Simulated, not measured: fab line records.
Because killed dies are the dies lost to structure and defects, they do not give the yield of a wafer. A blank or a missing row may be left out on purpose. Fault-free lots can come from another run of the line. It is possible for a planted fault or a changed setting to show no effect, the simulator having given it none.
Matching of chambers    flow n5_finfet    rie_diel-01 running N5_HKMG_FIN_STRIP_90: 4 sister chambers
The step strips SOC in N2/H2, time 20 s. 7 wafers are shown with their chamber, then 7 later ones without.

## WAFERS, EACH WITH ITS CHAMBER
wafer   chamber  drypump_motor_current_A (A)  throttle_valve_pct (%)
L075.4  3        5.7                          18.9
L076.2  2        5.5                          18.5
L082.5  0        6.0                          19.2
L086.1  2        5.6                          18.1
L086.6  1        5.9                          19.2
L090.1  0        6.0                          19.2
L090.4  1        6.0                          19.2

## WAFERS MISSING THEIR CHAMBER
wafer   drypump_motor_current_A (A)  throttle_valve_pct (%)
L090.5  6.0                          19.2
L092.1  5.8                          18.5
L092.4  6.0                          19.2
L092.6  5.7                          18.5
L094.3  5.6                          18.2
L094.4  5.7                          18.5
L094.6  6.0                          19.2

## CHAMBER TAKEN BY EACH
wafer   from the rows above      in truth
L090.5  can't be placed: 0 or 1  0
L092.1  can't be placed: 3 or 2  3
L092.4  can't be placed: 0 or 1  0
L092.6  can't be placed: 3 or 2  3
L094.3  2                        2
L094.4  can't be placed: 3 or 2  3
L094.6  can't be placed: 0 or 1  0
Placed correctly: 1 of 7. Cannot be placed on the basis of these rows: 6; the candidates contain the true chamber in 6. Number placed wrongly: 0.
How it was worked out, from the rows above alone: a wafer's distance from a chamber is the root of the sum, over the readings, of the square of ((its reading less the chamber's mean) divided by the reading's scatter). If the next closest chamber is less than 2 further off than the closest, the wafer can't be placed; otherwise it belongs to the closest. A chamber's mean is the mean of its shown wafers. The scatter is the square root of a quotient: the sum, over the shown wafers, of each reading's squared deviation from its chamber's mean, divided by wafers minus chambers.
